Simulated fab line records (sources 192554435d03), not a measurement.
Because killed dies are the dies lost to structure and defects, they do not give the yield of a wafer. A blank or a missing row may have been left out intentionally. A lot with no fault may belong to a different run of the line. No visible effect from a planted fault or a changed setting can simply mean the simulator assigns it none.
A lot that was struck, set against a sound lot + flow n5Finfet + 16 out of 1938 route steps
Sound: these wafers, L735.3, L735.5, L735.6. Wafers struck: L748.1, L748.2, L748.3. The cause is given at the end.
Per side, at each step with rows, come the tool, then ch with its chambers, and then its first start. Under that, the readings that differ: sound wafers + struck wafers + difference of the means + sigmas: that difference in standard deviations of wafers without a fault.
alike: readings with means less than 2 such deviations apart, plus words and numbers identical on both sides. not compared: withheld readings, readings lacking a value on some wafer, bounds such as >300 that could conceal the same value, and numbers that have no deviation in the record and whose values overlap.
The two part at a step that has a row with sigmas, a row that says differs or no value, or rows on one side only. When numbers do not overlap yet have no deviation, they are printed without sigmas and do not part them. A reading missing from all wafers of one side parts the sides only when that side holds two or more wafers.

first, 6 steps without rows for these wafers: N5_BEOL_M4_CVD_47 (deposits Co from CCTBA/H2, target thk 3 nm, time 223.8 s); N5_BEOL_M4_SPUTTER_48 (material Cu, target thk 4.5 nm, time 8.29 s); N5_BEOL_M4_ANNEAL_49 (time 240 s); N5_BEOL_M4_SPUTTER_79 (material Cu, target thk 4.5 nm, time 8.29 s); N5_BEOL_M4_ANNEAL_80 (time 240 s); N5_BEOL_M4_SPUTTER_81 (material Cu, target thk 4.5 nm, time 8.29 s).
N5_BEOL_M4_ANNEAL_82: time 240 s.
  sound on pvdSputter-03, day 9 03:07; struck on pvdSputter-03, day 12 18:28
  alike: heaterPowerW, susceptorTempC
then, 1 step without rows for these wafers: N5_BEOL_M4_SPUTTER_86 (material Cu, target thk 4.5 nm, time 8.29 s).
N5_BEOL_M4_ANNEAL_87: time 240 s.
  sound on pvdSputter-03, day 9 03:20; struck on pvdSputter-03, day 12 18:41
  alike: heaterPowerW, susceptorTempC
then, 1 step without rows for these wafers: N5_BEOL_M4_SPUTTER_88 (material Cu, target thk 4.5 nm, time 8.29 s).
N5_BEOL_M4_ANNEAL_89: time 240 s.
  sound on pvdSputter-03, day 9 03:33; struck on pvdSputter-03, day 12 18:55
  alike: heaterPowerW, susceptorTempC
N5_BEOL_M4_SPUTTER_90: material Cu, target thk 4.5 nm, time 8.29 s.
  sound on pvdSputter-03, day 9 03:41; struck on pvdSputter-03, day 12 19:03
  alike: throttleValvePct
N5_BEOL_M4_ANNEAL_91: time 240 s.
  sound on pvdSputter-03, day 9 03:46; struck on pvdSputter-03, day 12 19:08
  no value came back on the struck wafers for heaterPowerW (W), susceptorTempC (C); on the sound wafers heaterPowerW (W) reads 663 841 869
N5_BEOL_M4_SPUTTER_92: material Cu, target thk 4.5 nm, time 8.29 s.
  sound on pvdSputter-03, day 9 03:55; struck on pvdSputter-03, day 12 19:16
  alike: throttleValvePct
N5_BEOL_M4_RC_MEAS_101:
  sound on prober-02 ch 0, day 9 05:47; struck on prober-02 ch 0, day 12 20:49
  alike: DIBL_N, DIBL_P, IOFF_N, IOFF_P, ION_N, ION_P, SS_N, SS_P, VT_N, VT_P
-- the record jumps here: 5 days lie between the struck wafers' starts before and after (it left off in module BEOL_M4 and takes up again in module PASSIVATION, whose first step shown is number 1936 of the route) --
N5_PASSIVATION_PROBE_49:
  sound on prober-02, day 13 11:37; struck on prober-01, day 17 18:47
| reading              | sound          | struck    | difference | sigmas |
|----------------------|----------------|-----------|------------|--------|
| sort_bin_8_speed (%) | 0 0.1 0        | 0 13.3    | +7         | +6     |
| sortNPass            | 1107 1095 1101 | 1103 924  | -88        | -4     |
| sortYieldPct (%)     | 93.8 92.8 93.3 | 93.5 78.3 | -7.4       | -4     |
  alike: defectLimitedYield, killed_at_M0_to_M3, killed_at_M4_up, killedAtContacts, killedAtFrontEnd, killedAtOther, killedDies, killedOpen, killedShort, sort_bin_4_leakage, sort_bin_5_function, sort_bin_6_memory

## WHERE THEY PART
Earliest at N5_BEOL_M4_ANNEAL_91; latest, in this record, at N5_PASSIVATION_PROBE_49.

WHY: the cause the simulator had injected
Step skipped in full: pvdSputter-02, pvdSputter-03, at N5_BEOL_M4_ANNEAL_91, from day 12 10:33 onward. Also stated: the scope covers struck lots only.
